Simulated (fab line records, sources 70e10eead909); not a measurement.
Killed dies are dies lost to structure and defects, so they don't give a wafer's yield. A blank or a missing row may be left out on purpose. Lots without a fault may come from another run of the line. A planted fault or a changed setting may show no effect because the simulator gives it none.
Problem report in the 8D (eight disciplines) form, filled by code | flow nand_harc | the parts of the form that need people (team, actions taken, sign-off) are left out

1. THE PROBLEM
cd_nm at NHARC_A_CHANNEL_HOLE_D1_CD_MEAS_10 reads a mean of 97.5 nm on 6 wafers of 2 lots; wafers without a fault read 100.0 nm with a standard deviation of 0.38. That is -6.5 standard deviations from the usual mean.
The step: target cd 100 nm.
First seen on wafer L331.3, day 12 20:01, on cd_sem-03. The record holds 12 wafers of 4 lots with a number at this step. Rule for "out", or "out of limits": more than 4 standard deviations from the usual mean. The other wafers with a number count as sound.

2. WHAT IT IS AND WHAT IT IS NOT
question                    | is                     | is not
which readings at this step | cd_nm                  | -
which lots                  | L331, L333             | L328, L341
which wafers of those lots  | all that have a number | -
read on which gauges        | cd_sem-01, cd_sem-03   | cd_sem-02
when                        | from day 12 20:01      | up to then (3 sound wafers); but 3 sound wafers of L341 came after

3. SUSPECTS, AND WHAT RULES EACH OUT
Counting: a tool at a process step up to the reading stays a suspect if it ran every lot that is out and no sound lot after the first of them.
- the gauge at NHARC_A_CHANNEL_HOLE_D1_CD_MEAS_10: ruled out. The wafers that are out were read on 2 gauges (cd_sem-01, cd_sem-03).
- arfi_scanner-02 at NHARC_A_CHANNEL_HOLE_D1_EXPOSE_07 (exposes mask HOLE D1, target cd 100 nm): kept. It ran every lot that is out, first L331 (day 12 19:53), and no sound lot after that; its last sound lot up to then is L328 (day 11 04:01). Its own readings are out on those wafers: exposure_dose_mJ_cm2.
Left after counting: arfi_scanner-02 at NHARC_A_CHANNEL_HOLE_D1_EXPOSE_07.

4. THE CAUSE (what the simulator had put in)
Process parameter drift: arfi_scanner-02, from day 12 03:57 on, at NHARC_A_CHANNEL_HOLE_D1_EXPOSE_07. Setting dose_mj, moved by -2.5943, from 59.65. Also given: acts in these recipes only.
Counting left only this tool.

5. THE CHAIN OF EFFECTS, in route order
Each row: a reading whose mean over the struck wafers that have a number lies more than 3 standard deviations from the usual. Only readings for which the record gives a usual standard deviation are gone through. hours: the time from each lot's start at the first step in this table that gives one to its start at this step, as a median over the lots. sigmas: the change in usual standard deviations.
hours | step                               | reading              | usual    | on struck wafers | change | sigmas
0     | NHARC_A_CHANNEL_HOLE_D1_EXPOSE_07  | exposure_dose_mJ_cm2 | 59.64    | 57.28            | -2.36  | -39
0     | NHARC_A_CHANNEL_HOLE_D1_CD_MEAS_10 | cd_nm                | 100.0 nm | 97.5             | -2.5   | -6.5
The process steps in it:
- NHARC_A_CHANNEL_HOLE_D1_EXPOSE_07: exposes mask HOLE D1, target cd 100 nm.
Later measuring or inspecting steps at which every struck wafer that the step has a row for has a number for every such reading, and none has moved that far: NHARC_A_CHANNEL_HOLE_D1_OVL_MEAS_11, NHARC_END_SORT_01.

6. WHAT WOULD HAVE CAUGHT IT SOONER
In this record the first reading out of limits at a measuring or inspecting step was taken at day 12 20:01, 16 hours after the fault began at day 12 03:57.
The tool's own readings at NHARC_A_CHANNEL_HOLE_D1_EXPOSE_07 were out on every struck wafer that the step has a row for (exposure_dose_mJ_cm2): an alarm limit on them would have fired on the first of those.
Of the lots that are out (2), L333 began NHARC_A_CHANNEL_HOLE_D1_EXPOSE_07 on arfi_scanner-02 after day 12 20:01. A hold on the tool at that time would have spared it.
